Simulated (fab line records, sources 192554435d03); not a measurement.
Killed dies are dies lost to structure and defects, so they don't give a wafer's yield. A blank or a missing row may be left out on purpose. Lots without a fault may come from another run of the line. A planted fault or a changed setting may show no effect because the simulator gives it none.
fab line records | flow n5_finfet
record lots=4 wafers=12 last_day=18
route steps=1938 shown PMOS_HMC_CHANNEL_EPI@62 FIN_SAQP@90 BEOL_M4@1111 PASSIVATION@1936
lots that met no fault: from a run of the same line without faults
start_h: hours from the record's first day to the start of the lot's first wafer shown | wait_h: hours since the lot's step before | " the same as in the row above | L1.1+2: a row that stands for several wafers | - no value, or no start given | * or withheld: withheld | < > ~ a bound
route shown NAME@n: a module of which the file shows steps, and the number in the route of the first | usual: mean/standard deviation of fault-free wafers | same: alike in all rows | chamber/n: place in a boat | sites: the reading at each site | _std_site: their standard deviation | _edge_site: outer sites' mean less inner sites' | radius_mm: how far each site lies from the wafer's centre | mask NAME#n: copy n | behind: the tool/chamber that last shaped the wafer | hold: why the lot was held/for how many hours/how that ended | device: the transistor (n, p or np) that didn't switch | end of line: the same wafers' tests at the end of the route | a step without rows: its recipe alone | killed: dies lost to structure and defects at the first sort, not the wafer's yield | map: a wafer's dies, x killed, . not, _ none there
set.NAME: the setting as run; set.NAME@STEP: as run at that earlier step | model.NAME: the simulator's own value behind a step, which no gauge read
lots at some steps of the route; a table a step, a row a wafer
services: from which hour (start_h, from the record's first day; less than 0 if before it) a tool's chamber was out of use, for how many hours, and why
## steps
# step N5_PMOS_HMC_CHANNEL_EPI_EXPOSE_06
# recipe mask_id=PMOS_HMC_BLK na=1.35 source_shape=conventional sigma_outer=0.8 polarization=unpolarized target_cd_nm=240 dose_mj=41
# step N5_PMOS_HMC_CHANNEL_EPI_PEB_07
# recipe peb_temp_c=110 peb_time_s=60 resist=CAR-ArF-block
# step N5_PMOS_HMC_CHANNEL_EPI_DEVELOP_08
# recipe develop_time_s=30 developer=TMAH resist=CAR-ArF-block dev_temp_c=23 rinse_liquid=diw dry=air_spin
# step N5_PMOS_HMC_CHANNEL_EPI_DESCUM_14
# recipe chemistry=O2 time_s=7.9 source_power_w=50 bias_power_w=20 pressure_mtorr=20 rf_frequency_hz=2.712e+07 temp_c=40 resist=CAR-ArF-block o2_flow_sccm=225
# step N5_PMOS_HMC_CHANNEL_EPI_ETCH_32
# recipe chemistry=N2/H2 target=BARC stop_on=SiO2 target_depth_a=858 over_etch_frac=0.3 time_s=50.3 ion_energy_ev=200 mask_material=CAR-ArF-block pressure_mtorr=30 source_w=840 bias_w=150 n2_flow_sccm=200 h2_flow_sccm=200
# step N5_PMOS_HMC_CHANNEL_EPI_HM_OPEN_15
# recipe chemistry=CHF3/O2 target=SiO2 mask_material=CAR-ArF-block target_depth_a=406 CHF3_flow_sccm=50 O2_flow_sccm=5 Ar_flow_sccm=200 time_s=20.3 pressure_mtorr=30 source_w=650 bias_w=170 ion_energy_ev=200
# step N5_PMOS_HMC_CHANNEL_EPI_STRIP_33
# recipe chemistry=N2/H2 power_w=500 temp_c=40 pressure_mtorr=50 rf_frequency_hz=6e+07 overash_fraction=0.3 bias_power_w=8 h2_frac=0.5 n2_flow_sccm=300 h2_flow_sccm=300
# step N5_PMOS_HMC_CHANNEL_EPI_STRIP_17
# recipe chemistry=SPM time_s=750 temp_c=130 h2so4_h2o2_vol_ratio=4 dry=ipa_marangoni
# step N5_PMOS_HMC_CHANNEL_EPI_ETCH_38
# recipe chemistry=CF4 target=SiO2 target_depth_a=15 ion_energy_ev=350 pressure_mtorr=10 icp_w=800 bias_w=400 cf4_flow_sccm=80
# step N5_PMOS_HMC_CHANNEL_EPI_FIN_RECESS_16
# recipe chemistry=HBr/Cl2 target=Si mask_material=SiO2 target_depth_a=540 time_s=18 pressure_mtorr=10 icp_w=800 bias_w=75 HBr_flow_sccm=150 Cl2_flow_sccm=80
# usual drypump_motor_current_A=5.5/0.58 oes_product_au=0.992/0.014 throttle_valve_pct=35.37/0.24
# columns lot.wafer tool chamber start_h wait_h drypump_motor_current_A oes_product_au rf_hours_counter_h throttle_valve_pct model.PMOS_HMC_CHANNEL_EPI.feature_depth_nm model.etch.depth_nm model.SiO2_of_PMOS_HMC_CHANNEL_EPI_HM_DEP_34.thk_nm
L694.1 rie_si-05 2 95.87 0.0 5.1 0.994 66 35.54 36.68 36.68 31.41
L694.2 " 3 " " 4.9 0.984 145 35.64 37.56 37.56 31.14
L694.6 " 3 " " 4.9 0.978 - 35.62 37.34 37.34 31.82
L700.1 rie_si-03 3 133.93 0.0 6.6 0.995 96 35.22 54.27 54.27 31.03
L700.3 " 0 " " 5.1 0.985 24 34.94 54.8 54.8 29.85
L700.5 " 0 " " 5.0 0.998 - 34.93 55.43 55.43 31.11
L699.4 rie_si-05 3 134.54 0.0 4.8 0.981 146 35.65 54.34 54.34 31
L699.5 " 1 " " 5.8 0.988 - 35.16 52.67 52.67 30.69
L699.6 " 2 " " 5.1 0.987 - 35.52 36.98 36.98 31.95
L703.2 rie_si-03 2 150.08 0.0 6.2 1.001 39 35.64 54.64 54.64 30.29
L703.3 " 0 " " 5.0 0.982 24 34.96 54.06 54.06 29.48
L703.6 " 0 " " 5.0 0.989 - 34.95 54.87 54.87 31.49
# step N5_PMOS_HMC_CHANNEL_EPI_PRECLEAN_36
# recipe chemistry=O3/DIW time_s=45 temp_c=22 o3_ppm=10
# step N5_PMOS_HMC_CHANNEL_EPI_PRECLEAN_18
# recipe chemistry=DHF time_s=30 temp_c=25 dilution=withheld
# columns lot.wafer tool chamber start_h wait_h model.SiO2_of_PMOS_HMC_CHANNEL_EPI_HM_DEP_34.thk_nm
L694.1 wet_bench-03 4 95.99 0.0 25.79
L694.2 " 1 " " 25.5
L694.6 " 2 " " 26.18
L700.1 wet_bench-06 0 134.04 0.0 25.42
L700.3 " 7 " " 24.25
L700.5 " 2 " " 25.51
L699.4 wet_bench-03 5 134.65 0.0 25.42
L699.5 " 7 " " 25.1
L699.6 " 4 " " 26.38
L703.2 wet_bench-02 7 150.19 0.0 24.7
L703.3 " 3 " " 23.93
L703.6 " 2 " " 25.96
# step N5_PMOS_HMC_CHANNEL_EPI_SRD_19
# recipe dry=ipa_marangoni do_ppb=5 time_s=30 temp_c=23 rinse_liquid=diw
# step N5_PMOS_HMC_CHANNEL_EPI_EPI_20
# recipe material=SiGe30 mask_material=SiO2 pressure_torr=20 target_thk_a=590 temp_c=600
# step N5_PMOS_HMC_CHANNEL_EPI_HM_STRIP_35
# recipe chemistry=dHF temp_c=25 material=SiO2 target=SiO2 target_depth_a=396 time_s=216
# step N5_PMOS_HMC_CHANNEL_EPI_SRD_39
# recipe dry=ipa_marangoni time_s=30 temp_c=23 rinse_liquid=diw
# step N5_PMOS_HMC_CHANNEL_EPI_CMP_21
# recipe material=SiGe30 post_cmp_clean=alkaline_brush target_thk_nm=54
# step N5_PMOS_HMC_CHANNEL_EPI_THK_MEAS_22
# recipe reads=SiGe30_of_PMOS_HMC_CHANNEL_EPI_EPI_20
# usual HMC_CMP_THK=53.9/0.89
# columns lot.wafer tool chamber start_h wait_h HMC_CMP_THK[nm]
L694.1 film_metro-02 - 97.67 - 36.6
L694.2 " - " " 37.7
L694.6 " - " " 37.5
L700.1 film_metro-01 - 135.73 - 54.3
L700.3 " - " " 54.8
L700.5 " - " " 55.5
L699.4 film_metro-01 - 136.75 - 54.5
L699.5 " - " " 52.6
L699.6 " - " " 37.1
L703.2 film_metro-01 - 151.88 - 54.6
L703.3 " - " " 53.9
L703.6 " - " " 54.7
# step N5_PMOS_HMC_CHANNEL_EPI_PRECLEAN_40
# recipe chemistry=DHF time_s=30 temp_c=25 dilution=withheld
# step N5_PMOS_HMC_CHANNEL_EPI_PRECLEAN_37
# recipe chemistry=O3/DIW time_s=45 temp_c=22 o3_ppm=10
# step N5_PMOS_HMC_CHANNEL_EPI_PRECLEAN_24
# recipe chemistry=DHF time_s=30 temp_c=25 dilution=withheld
# step N5_PMOS_HMC_CHANNEL_EPI_SRD_25
# recipe dry=ipa_marangoni do_ppb=5 time_s=30 temp_c=23 rinse_liquid=diw
# step N5_PMOS_HMC_CHANNEL_EPI_EPI_26
# recipe material=Si target_thk_a=38 temp_c=650 precursor=SiH4/H2 pressure_torr=20 time_s=22.7
# step N5_FIN_SAQP_PRECLEAN_42
# recipe chemistry=O3/DIW time_s=60 temp_c=22 o3_ppm=10
# step N5_FIN_SAQP_PRECLEAN_00
# recipe chemistry=SC1 time_s=60 temp_c=55 mix=1:2:50
# step N5_FIN_SAQP_PRECLEAN_44
# recipe chemistry=SC2 time_s=45 temp_c=35 mix=1:1:50
# step N5_FIN_SAQP_SRD_01
# recipe dry=ipa_marangoni time_s=30 temp_c=23 rinse_liquid=diw
# step N5_FIN_SAQP_ALD_61
# recipe material=SiO2 target_thk_a=40 temp_c=300 ald_precursor_family=BDEAS ald_co_reactant=O2-plasma pulse_time_s=1 purge_time_s=2 co_reactant_purge_time_s=2 ald_cycles=43 pressure_torr=2
# step N5_FIN_SAQP_DENSIFY_62
# recipe temp_c=700 time_s=60 ambient=N2 idle_temp_c=600 ramp_up_c_per_s=150 ramp_down_c_per_s=60 cool_to_c=600
# step N5_FIN_SAQP_HM_DEP_03
# recipe material=SiNx target_thk_a=380 temp_c=400 precursor=SiH4/NH3/N2 pressure_torr=1.5 rf_w=300 time_s=33.6
# step N5_FIN_SAQP_PECVD_47
# recipe material=a-Si target_thk_a=450 temp_c=400 precursor=SiH4/He pressure_torr=3 rf_w=100 time_s=36.3
# step N5_FIN_SAQP_PECVD_48
# recipe material=SiNx target_thk_a=250 temp_c=400 precursor=SiH4/NH3/N2 pressure_torr=1.5 rf_w=300 time_s=22.1
# step N5_FIN_SAQP_PECVD_06
# recipe material=a-Si target_thk_a=600 temp_c=400 precursor=SiH4/He pressure_torr=3 rf_w=100 time_s=48.1
# step N5_FIN_SAQP_HM_DEP_72
# recipe material=SiO2 target_thk_a=120 temp_c=400 precursor=SiH4/N2O pressure_torr=0.75 rf_w=275 time_s=7.2
# step N5_FIN_SAQP_COAT_49
# recipe resist=SOC temp_c=250 time_s=60 spin_rpm=1500 resist_thk_nm=100
# step N5_BEOL_M4_RC_MEAS_101
# usual CJ_P=5.78/0.18 DIBL_N=36.2/1.6 DIBL_P=36.5/1.9 IOFF_N=0.158/0.027 IOFF_P=0.21/0.038 ION_N=675/12 ION_P=464/8.9 SS_N=71.5/0.61 SS_P=73.4/0.59 VT_N=250.4/3 VT_P=-250/3.6
# columns lot.wafer tool chamber start_h wait_h CJ_P DIBL_N[mV/V] DIBL_P[mV/V] IOFF_N[nA/um] IOFF_P[nA/um] ION_N[uA/um] ION_P[uA/um] SS_N[mV/dec] SS_P[mV/dec] VT_N[mV] VT_P[mV]
L694.1 prober-02 0 249.60 0.0 6.55 35.8 35.3 0.139 0.19 681 396 71.5 73.0 250.2 -255
L694.2 " 0 " " 6.48 36.9 36.6 0.152 0.20 682 403 71.9 73.3 250.9 -253
L694.6 " 0 " " 6.59 36.2 36.1 0.141 0.19 677 406 71.4 73.1 252.4 -252
L700.1 prober-01 0 276.71 0.0 5.78 34.3 37.1 0.136 0.19 670 464 72.5 73.1 254.0 -254
L700.3 " 0 " " 5.54 34.1 36.9 0.137 0.19 671 462 71.9 73.8 251.3 -252
L700.5 " 0 " " 5.54 36.8 39.9 0.192 0.25 683 470 72.1 73.9 249.9 -249
L699.4 prober-01 0 281.71 0.5 5.76 37.5 38.3 0.174 0.26 692 475 71.1 74.4 245.8 -245
L699.5 " 0 " " 6.11 37.9 38.2 0.169 0.25 690 481 71.9 73.6 249.3 -247
L699.6 " 0 " " 6.48 35.0 35.3 0.132 0.16 672 390 71.0 72.5 254.3 -254
L703.2 prober-02 0 320.73 0.2 5.79 32.1 32.0 0.105 0.19 649 463 69.8 72.3 255.3 -249
L703.3 " 0 " " 5.86 34.7 35.8 0.149 0.24 675 474 71.5 73.7 248.6 -242
L703.6 " 0 " " 5.74 35.4 36.2 0.154 0.25 672 472 72.1 73.5 249.7 -245
# step N5_PASSIVATION_PROBE_49
# usual defect_limited_yield=91.3/1.7 killed_at_M0_to_M3=33/11 killed_at_M4_up=14/5.5 killed_at_contacts=13/6.5 killed_at_front_end=39/13 killed_at_other=3.4/2.9 killed_dies=103/20 killed_open=69/15 killed_short=32/8.1 sort_bin_5_function=5.1/1.1 sort_bin_6_memory=3.3/0.74 sort_bin_8_speed=0.00/0.014 sort_n_pass=1077/20 sort_yield_pct=91.3/1.7
# same gross_dies=1180 killed_at_back_side=0 sort_bin_4_leakage[%]=0
# columns lot.wafer tool chamber start_h wait_h defect_limited_yield[%] killed_at_M0_to_M3 killed_at_M4_up killed_at_contacts killed_at_front_end killed_at_other killed_dies killed_open killed_short sort_bin_5_function[%] sort_bin_6_memory[%] sort_bin_8_speed[%] sort_n_pass sort_yield_pct[%]
L694.1 prober-01 - 355.37 0.0 91.9 32 11 12 38 2 95 58 37 4.8 2.8 91.95 0 0
L694.2 prober-01 - 355.42 0.1 92.1 33 3 15 40 2 93 64 28 4.5 3.1 92.12 0 0
L694.6 prober-01 - 355.62 0.3 92.9 23 12 16 32 1 84 54 29 3.6 3.2 92.88 0 0
L699.6 prober-02 - 394.03 0.3 91.9 45 11 20 18 2 96 57 35 5.1 2.7 91.86 0 0
# killed by level:class
L694.1 BEOL_M2:geometric_particle:open=10 MOL_CONTACT_COAG:geometric_particle:open=9 GATE_CUT:geometric_particle:short=7 BEOL_M0_SAQP:geometric_particle:open=7 BEOL_M1:geometric_particle:open=6 FIN_SAQP:geometric_particle:open=5 BEOL_M0_SAQP:geometric_particle:short=5 FIN_SAQP:geometric_particle:short=4
L694.2 MOL_CONTACT_COAG:geometric_particle:open=12 BEOL_M0_SAQP:geometric_particle:short=11 BEOL_M2:geometric_particle:open=11 BEOL_M0_SAQP:geometric_particle:open=9 DUMMY_GATE:geometric_particle:open=6 GATE_CUT:geometric_particle:open=5 FIN_SAQP:geometric_particle:open=4 STI_FIN_REVEAL:geometric_particle:open=4
L694.6 MOL_CONTACT_COAG:geometric_particle:open=10 BEOL_M2:geometric_particle:open=10 STI_FIN_REVEAL:geometric_particle:open=8 MOL_CONTACT_COAG:geometric_particle:short=6 FIN_SAQP:geometric_particle:short=5 FIN_SAQP:geometric_particle:open=4 BEOL_M1:geometric_particle:open=4 STI_FIN_REVEAL:geometric_particle:short=3
L699.6 MOL_CONTACT_COAG:geometric_particle:open=12 BEOL_M2:geometric_particle:open=11 BEOL_M0_SAQP:geometric_particle:short=10 BEOL_M0_SAQP:geometric_particle:open=7 FIN_SAQP:geometric_particle:short=6 MOL_CONTACT_COAG:geometric_particle:short=5 BEOL_M1:geometric_particle:open=5 BEOL_M3:geometric_particle:open=5
# map L694.1 (x killed, . not)
_________________...........x________________
______________..x..............._____________
___________..x.....x...x.........x.__________
__________........xxx..x............_________
________.....................xx......._______
_______..............x................x______
______...x.x.................x......x..._____
_____...........................x..x.....____
____.....xxx........x....x...x...xx.......___
___.x.x..x..x.....x........................__
___......x....................x..........x.__
__......................x......x.x.........x_
__.........................................._
_.............x..x....................x......
_...................................x........
_..................x.........................
_........x.........x.........x..........x....
_.................................x.x.x......
_.......x........x...........................
_...x..........xx...............x.....x......
_..x...............x.........x.x.....x..x....
__.....x...................................._
__....x..x.x................................_
___..x....................x......x.......x.__
___.......x.............x..................__
____.......x.......x...x............x.....___
_____....x.......x..............x....x...____
______.x..........................x....._____
_______.....x..........................______
________...x.......x................x._______
__________.....x.............x......_________
___________..x.........x.....x.....__________
______________......x..........._____________
_________________............________________
# map L699.5 (x killed, . not)
_________________x..x...x....________________
______________...........x....x._____________
___________...xx....x.x.........x..__________
__________..........x............x.._________
________..................xx......xx.._______
_______.............x............x.....______
______.........xx.................x.xx.._____
_____.................x................x.____
____..........x.......x...................___
___...........x.x...x......................__
___.x..................................x...__
__.....................x..x.............x..._
__....................x.x..x....x...x......x_
_...................x.......x.......x........
_.......................x...x.x...x.........x
_.....x.x..............x..x.............x....
_..x.................x.x.....................
_.........x.x.......xx.....................x.
_.x..........x............x.x................
_..............x.............................
_....x.....x.....................x....x......
__.x..........x..........................x.._
__....x...............x.....x.x..x.........._
___................x.......................__
___....x......x..............x.............__
____...x.....x...x.x......................___
_____......x.........x....x.....x....x...____
______.....x..x........................._____
_______....x...........................______
________........x....x..........x....x_______
__________...x...........x.........._________
___________.x....x.......x..xx.....__________
______________.x..........x....._____________
_________________.......x.x..________________
## services
# columns tool chamber start_h hours kind
rie_si-05 - 143.10 2.8 pm
rie_si-03 1 144.77 7.9 repair
## key
first_sign step=N5_PMOS_HMC_CHANNEL_EPI_THK_MEAS_22 reading=HMC_CMP_THK direction=down sigmas=19 usual=53.9 struck=37.2
effect step=N5_BEOL_M4_RC_MEAS_101 reading=ION_P direction=down sigmas=7.3 usual=464 struck=399
effect step=N5_BEOL_M4_RC_MEAS_101 reading=CJ_P direction=up sigmas=4 usual=5.78 struck=6.52
effect step=N5_PASSIVATION_PROBE_49 reading=sort_bin_8_speed direction=up sigmas=99+ usual=0.00 struck=92.20
model_effect step=N5_PMOS_HMC_CHANNEL_EPI_FIN_RECESS_16 value=PMOS_HMC_CHANNEL_EPI.feature_depth_nm without=54.14 struck=37.14
model_effect step=N5_PMOS_HMC_CHANNEL_EPI_PRECLEAN_18 value=SiO2_of_PMOS_HMC_CHANNEL_EPI_HM_DEP_34.thk_nm without=24.68 struck=25.97
met_at N5_PMOS_HMC_CHANNEL_EPI_FIN_RECESS_16
struck_wafers L694.1,L694.2,L694.6,L699.6
fault kind=process_parameter_drift tool=rie_si-05 chamber=- onset_h=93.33 steps=N5_PMOS_HMC_CHANNEL_EPI_FIN_RECESS_16 channel=time_s offset=* shape=step end_h=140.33 scope=struck_wafers_only acts_in=* stated=*
